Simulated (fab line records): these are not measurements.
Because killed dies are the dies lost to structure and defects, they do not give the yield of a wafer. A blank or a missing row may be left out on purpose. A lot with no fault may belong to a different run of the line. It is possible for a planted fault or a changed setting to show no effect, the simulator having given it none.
What tool caused it? ; flow nand harc ; 6 lots with 18 wafers sampled at 3 steps, on a route of 1302 steps

== WHAT EACH GAUGE READ, for each wafer ==
NHARC_A_SOURCE_PLATE_THK_MEAS_06: measures by ellipsometry.
lot;measured;on;thk nm (nm)
L154;day 8 11:16;film metro-01;203.4 203.4 203.3
L159;day 10 11:13;film metro-01;199.2 200.8 199.2
L161;day 11 03:22;film metro-02;203.0 202.0 199.0
L171;day 15 06:27;film metro-01;49.8 49.5 48.7
L174;day 16 21:23;film metro-01;194.1 195.0 194.5
L176;day 17 08:46;film metro-01;201.5 204.4 202.2

== TOOL THAT RAN EACH LOT (tool first, then ch and the chambers of the sampled wafers, then the start) ==
lot;NHARC_A_ZERO_WELL_ETCH_19;NHARC_A_SOURCE_PLATE_CVD_03
L154;rie diel-11 ch 1,2,3, day 7 15:46;lpcvd poly-04 ch 0, day 8 01:22
L159;rie diel-11 ch 1,3, day 9 11:49;lpcvd poly-03 ch 0, day 9 23:05
L161;rie diel-11 ch 0,1,3, day 10 04:50;lpcvd poly-04 ch 0, day 10 16:23
L171;rie diel-11 ch 0,2,3, day 14 09:02;lpcvd poly-04, day 14 19:56
L174;rie diel-11 ch 0,3, day 15 23:43;lpcvd poly-04 ch 0, day 16 10:46
L176;rie diel-11 ch 1,2, day 16 09:23;lpcvd poly-02 ch 0, day 16 21:56
- NHARC_A_ZERO_WELL_ETCH_19: etches the open film in N2/H2, target depth 80 nm, overetch 24 nm, time 87.88 s.
- NHARC_A_SOURCE_PLATE_CVD_03: deposits poly-Si, target thk 200 nm, time 4000 s.

== THE ANSWER, worked out from the rows above alone ==
Rule: the lots themselves supply what counts as usual. Put in order of their means at a reading, lots are off if they are a third of the lots or fewer, leave a main group of 4 or more, and stand apart from it by a gap of 3 or more times the standard deviation of the main group's means; of several such gaps the widest counts. A main group whose means are all the same, to the digits that the tables above print for the reading, isn't used. A lot without any number at a reading at which 4 lots or more have one is off too. All remaining lots with rows at the step are treated as sound.
Off: L171, at NHARC_A_SOURCE_PLATE_THK_MEAS_06 (thk nm). For the main group the mean is 200.3 nm and the standard deviation 3.2.
A tool fits if, at a process step before that reading, it ran every lot that is off, and no sound lot after the first of them. The gauges at NHARC_A_SOURCE_PLATE_THK_MEAS_06 are tried like those tools. Of those tried, none fits.

== WHAT HAD BEEN PUT IN BY THE SIMULATOR ==
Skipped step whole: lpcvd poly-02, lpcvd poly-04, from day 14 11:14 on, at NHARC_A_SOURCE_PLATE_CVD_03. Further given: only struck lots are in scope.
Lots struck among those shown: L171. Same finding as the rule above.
